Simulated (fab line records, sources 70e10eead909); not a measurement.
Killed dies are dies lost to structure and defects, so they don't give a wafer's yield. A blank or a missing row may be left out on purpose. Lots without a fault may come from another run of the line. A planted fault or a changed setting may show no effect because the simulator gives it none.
Chamber matching | flow nand_harc | NHARC_A_STAIRCASE_TRIM_187 on rie_diel-01: 4 sister chambers
The step chemistry O2, time 211.2 s. 8 wafers are shown with their chamber, then 8 later ones without.

WAFERS WITH THEIR CHAMBER
wafer  | chamber | showerhead_plenum_p_Torr (Torr) | drypump_motor_current_A (A)
L080.3 | 1       | 3.67                            | 5.6
L080.6 | 3       | 3.35                            | 5.7
L083.1 | 1       | 3.66                            | 5.6
L083.4 | 3       | 3.35                            | 5.8
L086.2 | 2       | 3.48                            | 5.9
L086.4 | 0       | 3.56                            | 5.7
L086.6 | 0       | 3.56                            | 5.7
L091.4 | 2       | 3.48                            | 5.9

WAFERS WITHOUT THEIR CHAMBER
wafer  | showerhead_plenum_p_Torr (Torr) | drypump_motor_current_A (A)
L091.5 | 3.55                            | 5.7
L091.6 | 3.64                            | 5.6
L093.1 | 3.55                            | 5.7
L093.4 | 3.33                            | 5.8
L093.6 | 3.33                            | 5.8
L095.1 | 3.64                            | 5.6
L095.3 | 3.32                            | 5.8
L095.6 | 3.64                            | 5.6

WHICH CHAMBER EACH WENT THROUGH
wafer  | from the rows above | in truth
L091.5 | 0                   | 0
L091.6 | 1                   | 1
L093.1 | 0                   | 0
L093.4 | 3                   | 3
L093.6 | 3                   | 3
L095.1 | 1                   | 1
L095.3 | 3                   | 3
L095.6 | 1                   | 1
Placed correctly: 8 of 8. Can't be placed from these rows: 0. Placed wrongly: 0.
How it was worked out, from the rows above alone: a wafer's distance from a chamber is the root of the sum, over the readings, of the square of ((its reading less the chamber's mean) divided by the reading's scatter). The wafer belongs to the nearest chamber; if the next one is less than 2 further off, it can't be placed. A chamber's mean is the mean of its shown wafers. The scatter: the root of (the sum of the squares of (reading less its chamber's mean) over the shown wafers, divided by (wafers less chambers)).
